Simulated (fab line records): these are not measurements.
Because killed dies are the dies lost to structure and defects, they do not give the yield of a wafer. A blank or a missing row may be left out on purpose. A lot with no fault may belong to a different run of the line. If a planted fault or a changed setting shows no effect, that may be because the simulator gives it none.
Which tool was responsible? :: flow n5 finfet :: 27 wafers from 9 lots sampled at 5 of the route's 1938 steps

WHAT THE GAUGES READ, wafer by wafer
N5_BEOL_M4_RC_MEAS_101. Usual: DIBL_N 36.0 mV/V, standard deviation 2; DIBL_P 36.2 mV/V, standard deviation 2.2; IOFF_N 0.16 nA/um, standard deviation 0.034; IOFF_P 0.21 nA/um, standard deviation 0.04; ION_N 675 uA/um, standard deviation 12; ION_P 463 uA/um, standard deviation 7.2; SS_N 71.6 mV/dec, standard deviation 0.6; SS_P 73.3 mV/dec, standard deviation 0.67; VT_N 250 mV, standard deviation 3; VT_P -251 mV, standard deviation 3.4.
lot: L292
measured: day 8 20:47
on: prober-02
DIBL_N (mV/V): 33.9 35.8 33.0
DIBL_P (mV/V): 35.7 37.6 34.6
IOFF_N (nA/um): 0.13 0.15 0.11
IOFF_P (nA/um): 0.18 0.19 0.16
ION_N (uA/um): 667 680 648
ION_P (uA/um): 460 460 445
SS_N (mV/dec): 71.1 71.4 71.1
SS_P (mV/dec): 73.1 73.6 72.9
VT_N (mV): 251 248 255
VT_P (mV): -252 -253 -255
flag: 

lot: L296
measured: day 10 01:47
on: prober-02
DIBL_N (mV/V): 35.0 35.8 33.0
DIBL_P (mV/V): 36.6 36.6 33.8
IOFF_N (nA/um): 0.15 0.16 0.13
IOFF_P (nA/um): 0.19 0.18 0.15
ION_N (uA/um): 669 675 671
ION_P (uA/um): 457 455 454
SS_N (mV/dec): 71.6 72.2 70.9
SS_P (mV/dec): 72.8 73.2 72.9
VT_N (mV): 250 249 252
VT_P (mV): -255 -254 -257
flag: 

lot: L297
measured: day 10 01:41
on: prober-01
DIBL_N (mV/V): 38.6 36.6 37.7
DIBL_P (mV/V): 39.9 37.6 38.0
IOFF_N (nA/um): 0.24 0.20 0.22
IOFF_P (nA/um): 0.29 0.25 0.26
ION_N (uA/um): 697 680 693
ION_P (uA/um): 474 462 470
SS_N (mV/dec): 72.4 71.6 72.3
SS_P (mV/dec): 74.3 73.6 73.6
VT_N (mV): 242 245 245
VT_P (mV): -245 -248 -248
flag: 

lot: L299
measured: day 10 11:44
on: prober-01
DIBL_N (mV/V): 34.5 34.3 34.4
DIBL_P (mV/V): 35.0 34.6 34.0
IOFF_N (nA/um): 0.14 0.13 0.13
IOFF_P (nA/um): 0.21 0.20 0.18
ION_N (uA/um): 673 668 670
ION_P (uA/um): 467 465 460
SS_N (mV/dec): 70.8 70.4 71.1
SS_P (mV/dec): 72.9 72.5 72.6
VT_N (mV): 249 252 252
VT_P (mV): -248 -251 -251
flag: 

lot: L300
measured: day 10 18:38
on: prober-02
DIBL_N (mV/V): 35.9 36.1 36.6
DIBL_P (mV/V): 37.2 37.2 37.4
IOFF_N (nA/um): 0.18 0.19 0.19
IOFF_P (nA/um): 0.21 0.22 0.22
ION_N (uA/um): 686 687 688
ION_P (uA/um): 464 464 462
SS_N (mV/dec): 71.9 71.7 72.1
SS_P (mV/dec): 73.5 73.9 73.7
VT_N (mV): 248 248 248
VT_P (mV): -253 -251 -252
flag: 

lot: L309
measured: day 12 11:17
on: prober-02
DIBL_N (mV/V): 35.3 39.6 34.0
DIBL_P (mV/V): 36.7 39.8 33.5
IOFF_N (nA/um): 0.16 0.24 0.14
IOFF_P (nA/um): 0.24 0.31 0.20
ION_N (uA/um): 681 696 660
ION_P (uA/um): 470 475 460
SS_N (mV/dec): 71.8 73.1 71.3
SS_P (mV/dec): 73.5 74.0 72.9
VT_N (mV): 248 248 251
VT_P (mV): -247 -246 -250
flag: 

lot: L310
measured: day 13 21:14
on: prober-02
DIBL_N (mV/V): 38.0 38.9 38.2
DIBL_P (mV/V): 38.2 39.1 38.4
IOFF_N (nA/um): 0.18 0.20 0.18
IOFF_P (nA/um): 0.23 0.27 0.23
ION_N (uA/um): 675 683 682
ION_P (uA/um): 462 470 469
SS_N (mV/dec): 71.4 72.0 72.5
SS_P (mV/dec): 74.1 74.2 74.7
VT_N (mV): 250 248 248
VT_P (mV): -248 -247 -247
flag: 

lot: L311
measured: day 14 02:49
on: prober-02
DIBL_N (mV/V): 36.8 38.6 34.2
DIBL_P (mV/V): 36.9 37.4 32.8
IOFF_N (nA/um): 0.16 0.20 0.13
IOFF_P (nA/um): 0.20 0.21 0.16
ION_N (uA/um): 672 692 664
ION_P (uA/um): 463 465 452
SS_N (mV/dec): 71.1 71.9 71.2
SS_P (mV/dec): 73.5 73.9 71.9
VT_N (mV): 249 247 252
VT_P (mV): -253 -251 -254
flag: 

lot: L312
measured: day 13 23:46
on: prober-01
DIBL_N (mV/V): 39.8 35.9 35.3
DIBL_P (mV/V): 39.3 36.6 35.1
IOFF_N (nA/um): 0.24 0.17 0.15
IOFF_P (nA/um): 0.29 0.23 0.21
ION_N (uA/um): 696 690 669
ION_P (uA/um): 470 464 467
SS_N (mV/dec): 72.4 71.0 71.4
SS_P (mV/dec): 74.2 72.5 72.7
VT_N (mV): 243 247 251
VT_P (mV): -246 -247 -252
flag: 

TOOL THAT RAN EACH LOT (tool first, then ch and the chambers of the sampled wafers, then the start)
lot: L292
N5_FIN_SAQP_RECESS_75: vapor etch-01 ch 0,1, day 2 11:14
N5_FIN_SAQP_HM_OPEN_33: rie diel-04 ch 1,3, day 2 14:14
N5_FIN_SAQP_STRIP_77: rie diel-04 ch 1,3, day 2 14:19
N5_FIN_SAQP_FIN_ETCH_36: rie si-06 ch 1,2,3, day 2 14:31

lot: L296
N5_FIN_SAQP_RECESS_75: vapor etch-01 ch 0,1, day 3 10:29
N5_FIN_SAQP_HM_OPEN_33: rie diel-02 ch 0,1,3, day 3 13:55
N5_FIN_SAQP_STRIP_77: rie diel-02 ch 0,1,3, day 3 14:00
N5_FIN_SAQP_FIN_ETCH_36: rie si-06 ch 0,1,2, day 3 14:11

lot: L297
N5_FIN_SAQP_RECESS_75: vapor etch-02 ch 0,1, day 3 17:20
N5_FIN_SAQP_HM_OPEN_33: rie diel-01 ch 0,1,3, day 3 20:31
N5_FIN_SAQP_STRIP_77: rie diel-01 ch 0,1,3, day 3 20:37
N5_FIN_SAQP_FIN_ETCH_36: rie si-06 ch 0,1,3, day 3 20:49

lot: L299
N5_FIN_SAQP_RECESS_75: vapor etch-01 ch 0,1, day 4 05:17
N5_FIN_SAQP_HM_OPEN_33: rie diel-04 ch 0,1, day 4 08:38
N5_FIN_SAQP_STRIP_77: rie diel-04 ch 0,1, day 4 08:43
N5_FIN_SAQP_FIN_ETCH_36: rie si-04 ch 0,1,3, day 4 08:55

lot: L300
N5_FIN_SAQP_RECESS_75: vapor etch-01 ch 0, day 4 13:44
N5_FIN_SAQP_HM_OPEN_33: rie diel-01 ch 0,3, day 4 17:19
N5_FIN_SAQP_STRIP_77: rie diel-01 ch 0,3, day 4 17:25
N5_FIN_SAQP_FIN_ETCH_36: rie si-05 ch 0,1,3, day 4 17:36

lot: L309
N5_FIN_SAQP_RECESS_75: vapor etch-02 ch 0,1, day 6 16:47
N5_FIN_SAQP_HM_OPEN_33: rie diel-01 ch 0,2, day 6 20:01
N5_FIN_SAQP_STRIP_77: rie diel-01 ch 0,2, day 6 20:06
N5_FIN_SAQP_FIN_ETCH_36: rie si-06 ch 2,3, day 6 20:17

lot: L310
N5_FIN_SAQP_RECESS_75: vapor etch-01 ch 0,1, day 6 22:28
N5_FIN_SAQP_HM_OPEN_33: rie diel-01 ch 1,3, day 7 01:45
N5_FIN_SAQP_STRIP_77: rie diel-01 ch 1,3, day 7 01:50
N5_FIN_SAQP_FIN_ETCH_36: rie si-05 ch 0,3, day 7 02:02

lot: L311
N5_FIN_SAQP_RECESS_75: vapor etch-02 ch 0,1, day 7 05:32
N5_FIN_SAQP_HM_OPEN_33: rie diel-02 ch 0,1, day 7 08:34
N5_FIN_SAQP_STRIP_77: rie diel-02 ch 0,1, day 7 08:39
N5_FIN_SAQP_FIN_ETCH_36: rie si-06 ch 1,3, day 7 08:51

lot: L312
N5_FIN_SAQP_RECESS_75: vapor etch-02 ch 0, day 7 11:53
N5_FIN_SAQP_HM_OPEN_33: rie diel-02 ch 1,2,3, day 7 15:20
N5_FIN_SAQP_STRIP_77: rie diel-02 ch 1,2,3, day 7 15:26
N5_FIN_SAQP_FIN_ETCH_36: rie si-04 ch 2,3, day 7 15:38
- N5_FIN_SAQP_RECESS_75: chemistry HF/NH3, target SiO2, target depth 14.4 nm, afs cycles 3, sublimation time 60 s.
- N5_FIN_SAQP_HM_OPEN_33: chemistry CH3F/O2, target SiNx, target depth 49.4 nm, time 70.6 s.
- N5_FIN_SAQP_STRIP_77: strips in N2/H2, time 90 s.
- N5_FIN_SAQP_FIN_ETCH_36: etches the open film in HBr/Cl2/O2, target depth 120 nm, time 50.4 s.

AS READ BY THE TOOLS THEMSELVES (means over the sampled wafers that have a number; for cases with no such wafer, the mark the record gives instead)
N5_FIN_SAQP_RECESS_75. Usual: 5.80 A for drypump motor current A, sd 0.24.
lot: L292
tool: vapor etch-01
drypump motor current A (A): 5.94
flag: 

lot: L296
tool: vapor etch-01
drypump motor current A (A): 5.93
flag: 

lot: L297
tool: vapor etch-02
drypump motor current A (A): 5.54
flag: 

lot: L299
tool: vapor etch-01
drypump motor current A (A): 5.94
flag: 

lot: L300
tool: vapor etch-01
drypump motor current A (A): 5.87
flag: 

lot: L309
tool: vapor etch-02
drypump motor current A (A): 5.54
flag: 

lot: L310
tool: vapor etch-01
drypump motor current A (A): 5.93
flag: 

lot: L311
tool: vapor etch-02
drypump motor current A (A): 5.71
flag: 

lot: L312
tool: vapor etch-02
drypump motor current A (A): 5.89
flag: 

N5_FIN_SAQP_HM_OPEN_33. Usual: drypump motor current A 5.7 A, standard deviation 0.46; etch rf on time s 69.1 s, standard deviation 1.3; oes product au 0.70 a.u., standard deviation 0.066; rf vpp V 298 V, standard deviation 5.9; showerhead plenum p Torr 1.98 Torr, standard deviation 0.058; throttle valve pct 16.27 %, standard deviation 0.15.
lot: L292
tool: rie diel-04
drypump motor current A (A): 5.5
etch rf on time s (s): 69.1
oes product au (a.u.): 0.75
rf vpp V (V): 299
showerhead plenum p Torr (Torr): 2.02
throttle valve pct (%): 16.28
flag: 

lot: L296
tool: rie diel-02
drypump motor current A (A): 5.7
etch rf on time s (s): 69.1
oes product au (a.u.): 0.67
rf vpp V (V): 298
showerhead plenum p Torr (Torr): 2.02
throttle valve pct (%): 16.26
flag: 

lot: L297
tool: rie diel-01
drypump motor current A (A): 5.8
etch rf on time s (s): 67.7
oes product au (a.u.): 0.69
rf vpp V (V): 296
showerhead plenum p Torr (Torr): 1.93
throttle valve pct (%): 16.34
flag: 

lot: L299
tool: rie diel-04
drypump motor current A (A): 5.6
etch rf on time s (s): 68.7
oes product au (a.u.): 0.71
rf vpp V (V): 296
showerhead plenum p Torr (Torr): 1.94
throttle valve pct (%): 16.24
flag: 

lot: L300
tool: rie diel-01
drypump motor current A (A): 6.2
etch rf on time s (s): 68.9
oes product au (a.u.): 0.72
rf vpp V (V): 299
showerhead plenum p Torr (Torr): 1.95
throttle valve pct (%): 16.23
flag: 

lot: L309
tool: rie diel-01
drypump motor current A (A): 5.8
etch rf on time s (s): 83.6
oes product au (a.u.): 0.62
rf vpp V (V): 299
showerhead plenum p Torr (Torr): 1.99
throttle valve pct (%): 16.29
flag: OFF

lot: L310
tool: rie diel-01
drypump motor current A (A): 5.8
etch rf on time s (s): 80.2
oes product au (a.u.): 0.59
rf vpp V (V): 301
showerhead plenum p Torr (Torr): 1.92
throttle valve pct (%): 16.38
flag: OFF

lot: L311
tool: rie diel-02
drypump motor current A (A): 5.5
etch rf on time s (s): 69.9
oes product au (a.u.): 0.62
rf vpp V (V): 296
showerhead plenum p Torr (Torr): 1.98
throttle valve pct (%): 16.46
flag: 

lot: L312
tool: rie diel-02
drypump motor current A (A): 5.9
etch rf on time s (s): 68.0
oes product au (a.u.): 0.69
rf vpp V (V): 294
showerhead plenum p Torr (Torr): 2.00
throttle valve pct (%): 16.30
flag: 

N5_FIN_SAQP_STRIP_77. Usual: bias power w 3.000 W, standard deviation 0.0081; drypump motor current A 5.7 A, standard deviation 0.46; oes product au 0.83 a.u., standard deviation 0.077; rf vpp V 45.3 V, standard deviation 0.79; showerhead plenum p Torr 3.34 Torr, standard deviation 0.093; throttle valve pct 12.11 %, standard deviation 0.21.
lot: L292
tool: rie diel-04
bias power w (W): 3.003
drypump motor current A (A): 5.5
oes product au (a.u.): 0.88
rf vpp V (V): 44.8
showerhead plenum p Torr (Torr): 3.38
throttle valve pct (%): 11.99
flag: 

lot: L296
tool: rie diel-02
bias power w (W): 2.990
drypump motor current A (A): 5.7
oes product au (a.u.): 0.78
rf vpp V (V): 45.1
showerhead plenum p Torr (Torr): 3.40
throttle valve pct (%): 12.09
flag: 

lot: L297
tool: rie diel-01
bias power w (W): 2.998
drypump motor current A (A): 5.8
oes product au (a.u.): 0.81
rf vpp V (V): 44.8
showerhead plenum p Torr (Torr): 3.26
throttle valve pct (%): 12.11
flag: 

lot: L299
tool: rie diel-04
bias power w (W): 3.001
drypump motor current A (A): 5.7
oes product au (a.u.): 0.84
rf vpp V (V): 45.3
showerhead plenum p Torr (Torr): 3.30
throttle valve pct (%): 12.17
flag: 

lot: L300
tool: rie diel-01
bias power w (W): 3.001
drypump motor current A (A): 6.2
oes product au (a.u.): 0.85
rf vpp V (V): 45.1
showerhead plenum p Torr (Torr): 3.28
throttle valve pct (%): 11.98
flag: 

lot: L309
tool: rie diel-01
bias power w (W): 3.000
drypump motor current A (A): 5.9
oes product au (a.u.): 0.81
rf vpp V (V): 44.0
showerhead plenum p Torr (Torr): 3.37
throttle valve pct (%): 12.18
flag: 

lot: L310
tool: rie diel-01
bias power w (W): 2.995
drypump motor current A (A): 5.8
oes product au (a.u.): 0.76
rf vpp V (V): 44.4
showerhead plenum p Torr (Torr): 3.24
throttle valve pct (%): 12.21
flag: 

lot: L311
tool: rie diel-02
bias power w (W): 3.005
drypump motor current A (A): 5.5
oes product au (a.u.): 0.73
rf vpp V (V): 45.3
showerhead plenum p Torr (Torr): 3.32
throttle valve pct (%): 12.33
flag: 

lot: L312
tool: rie diel-02
bias power w (W): 2.996
drypump motor current A (A): 5.9
oes product au (a.u.): 0.81
rf vpp V (V): 45.6
showerhead plenum p Torr (Torr): 3.36
throttle valve pct (%): 12.17
flag: 

N5_FIN_SAQP_FIN_ETCH_36. Usual: drypump motor current A 5.8 A, standard deviation 0.51; oes product au 0.996 a.u., standard deviation 0.019; throttle valve pct 35.8 %, standard deviation 0.35.
lot: L292
tool: rie si-06
drypump motor current A (A): 5.4
oes product au (a.u.): 0.998
throttle valve pct (%): 36.0
flag: 

lot: L296
tool: rie si-06
drypump motor current A (A): 5.6
oes product au (a.u.): 1.002
throttle valve pct (%): 36.1
flag: 

lot: L297
tool: rie si-06
drypump motor current A (A): 5.9
oes product au (a.u.): 0.986
throttle valve pct (%): 35.8
flag: 

lot: L299
tool: rie si-04
drypump motor current A (A): 5.8
oes product au (a.u.): 0.984
throttle valve pct (%): 35.7
flag: 

lot: L300
tool: rie si-05
drypump motor current A (A): 6.1
oes product au (a.u.): 1.013
throttle valve pct (%): 35.7
flag: 

lot: L309
tool: rie si-06
drypump motor current A (A): 5.8
oes product au (a.u.): 1.006
throttle valve pct (%): 36.0
flag: 

lot: L310
tool: rie si-05
drypump motor current A (A): 6.1
oes product au (a.u.): 0.989
throttle valve pct (%): 36.0
flag: 

lot: L311
tool: rie si-06
drypump motor current A (A): 5.4
oes product au (a.u.): 1.000
throttle valve pct (%): 35.8
flag: 

lot: L312
tool: rie si-04
drypump motor current A (A): 5.4
oes product au (a.u.): 1.003
throttle valve pct (%): 35.4
flag: 

THE ANSWER, worked out from the rows above alone
Rule: take the mean of a lot's wafers that have a number; if it is more than 3 standard deviations from the usual mean, the lot is off. Also off: a lot with no number at a reading for which 4 or more lots have one. All remaining lots with rows at the step are treated as sound. The gauges are gone through in route order, then the tools' own readings, and for those a lot's mean is taken as printed above. At the first step where some lot is off, the reading lying furthest off is the one used; lots without a number count as furthest.
Off at N5_FIN_SAQP_HM_OPEN_33 (etch rf on time s): L309, L310.
If a tool, at that step or one of the process steps before it, ran each lot that is off and ran no sound lot following the first of them, it fits. One candidate fits, namely rie diel-01 at N5_FIN_SAQP_HM_OPEN_33. Its last sound lot is L300 (day 4 17:19), its first lot that is off L309 (day 6 20:01): a fault that began between those two fits.
On the lots that are off, the tool's own readings at N5_FIN_SAQP_HM_OPEN_33 differ by more than 5 times the standard deviation of the sound lots' means, which bears it out; etch rf on time s reads 81.9 s there versus 68.8 s on the sound lots.

WHAT HAD BEEN PUT IN BY THE SIMULATOR
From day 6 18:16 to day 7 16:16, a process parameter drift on rie diel-01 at N5_FIN_SAQP_HM_OPEN_33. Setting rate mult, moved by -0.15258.
Lots struck among those shown: L309, L310. The same result came from the rule above.
